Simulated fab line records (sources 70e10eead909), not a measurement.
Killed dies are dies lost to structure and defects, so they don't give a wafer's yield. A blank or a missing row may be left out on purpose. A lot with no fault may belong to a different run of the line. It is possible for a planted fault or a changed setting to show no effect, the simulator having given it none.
Chamber matching :: flow nandHarc :: rieDiel-03 running NHARC_A_CONTACT_ETCH_76: 4 sister chambers
The step etches the open film in N2/H2, target depth 260 nm, time 475.3 s. 14 wafers are shown with their chamber, then 7 later ones without.

WAFERS WITH THEIR CHAMBER
wafer: L871.1
chamber: 3
drypumpMotorCurrentA (A): 4.9
showerheadPlenumPTorr (Torr): 2.15
rfVppV (V): 432.7

wafer: L871.2
chamber: 0
drypumpMotorCurrentA (A): 5.5
showerheadPlenumPTorr (Torr): 2.22
rfVppV (V): 435.1

wafer: L871.5
chamber: 3
drypumpMotorCurrentA (A): 4.9
showerheadPlenumPTorr (Torr): 2.15
rfVppV (V): 434.3

wafer: L874.2
chamber: 1
drypumpMotorCurrentA (A): 5.8
showerheadPlenumPTorr (Torr): 1.94
rfVppV (V): 428.3

wafer: L874.3
chamber: 0
drypumpMotorCurrentA (A): 5.4
showerheadPlenumPTorr (Torr): 2.21
rfVppV (V): 436.3

wafer: L874.5
chamber: 0
drypumpMotorCurrentA (A): 5.5
showerheadPlenumPTorr (Torr): 2.21
rfVppV (V): 434.4

wafer: L880.2
chamber: 2
drypumpMotorCurrentA (A): 6.3
showerheadPlenumPTorr (Torr): 2.07
rfVppV (V): 432.1

wafer: L880.5
chamber: 2
drypumpMotorCurrentA (A): 6.3
showerheadPlenumPTorr (Torr): 2.07
rfVppV (V): 431.9

wafer: L880.6
chamber: 1
drypumpMotorCurrentA (A): 5.8
showerheadPlenumPTorr (Torr): 1.94
rfVppV (V): 427.1

wafer: L879.1
chamber: 1
drypumpMotorCurrentA (A): 5.8
showerheadPlenumPTorr (Torr): 1.94
rfVppV (V): 427.6

wafer: L879.2
chamber: 2
drypumpMotorCurrentA (A): 6.3
showerheadPlenumPTorr (Torr): 2.06
rfVppV (V): 432.7

wafer: L879.4
chamber: 0
drypumpMotorCurrentA (A): 5.5
showerheadPlenumPTorr (Torr): 2.21
rfVppV (V): 433.9

wafer: L882.3
chamber: 2
drypumpMotorCurrentA (A): 6.3
showerheadPlenumPTorr (Torr): 2.06
rfVppV (V): 432.1

wafer: L882.5
chamber: 3
drypumpMotorCurrentA (A): 4.9
showerheadPlenumPTorr (Torr): 2.14
rfVppV (V): 434.4

SIGNATURES (means of the wafers above)
reading: drypumpMotorCurrentA
chamber 0: 5.475
chamber 1: 5.800
chamber 2: 6.300
chamber 3: 4.900
scatter within a chamber: 0.0274

reading: showerheadPlenumPTorr
chamber 0: 2.2125
chamber 1: 1.9400
chamber 2: 2.0650
chamber 3: 2.1467
scatter within a chamber: 0.00492

reading: rfVppV
chamber 0: 434.925
chamber 1: 427.667
chamber 2: 432.200
chamber 3: 433.800
scatter within a chamber: 0.784
Rule: a wafer lies at a distance from a chamber equal to the root of the sum of squares, over the readings, of (its reading less the chamber's mean, divided by the reading's scatter). If the next closest chamber is less than 2 further off than the closest, the wafer can't be placed; otherwise it belongs to the closest. How the scatter is found: for the shown wafers, subtract from each reading the mean of its chamber, square and add these, divide the total by (wafers less chambers), then take the root.

WAFERS MISSING THEIR CHAMBER
wafer: L882.6
drypumpMotorCurrentA (A): 6.3
showerheadPlenumPTorr (Torr): 2.06
rfVppV (V): 432.0

wafer: L890.2
drypumpMotorCurrentA (A): 4.9
showerheadPlenumPTorr (Torr): 2.14
rfVppV (V): 434.8

wafer: L890.3
drypumpMotorCurrentA (A): 6.3
showerheadPlenumPTorr (Torr): 2.06
rfVppV (V): 430.4

wafer: L890.4
drypumpMotorCurrentA (A): 5.8
showerheadPlenumPTorr (Torr): 1.94
rfVppV (V): 427.1

wafer: L892.1
drypumpMotorCurrentA (A): 5.8
showerheadPlenumPTorr (Torr): 1.93
rfVppV (V): 428.2

wafer: L892.4
drypumpMotorCurrentA (A): 6.3
showerheadPlenumPTorr (Torr): 2.06
rfVppV (V): 431.0

wafer: L892.6
drypumpMotorCurrentA (A): 5.5
showerheadPlenumPTorr (Torr): 2.20
rfVppV (V): 432.3

EACH ONE'S CHAMBER
wafer: L882.6
from the rows above: 2
in truth: 2

wafer: L890.2
from the rows above: 3
in truth: 3

wafer: L890.3
from the rows above: 2
in truth: 2

wafer: L890.4
from the rows above: 1
in truth: 1

wafer: L892.1
from the rows above: 1
in truth: 1

wafer: L892.4
from the rows above: 2
in truth: 2

wafer: L892.6
from the rows above: 0
in truth: 0
7 of 7 placed correctly. Not placeable from these rows: 0. 0 placed wrongly.
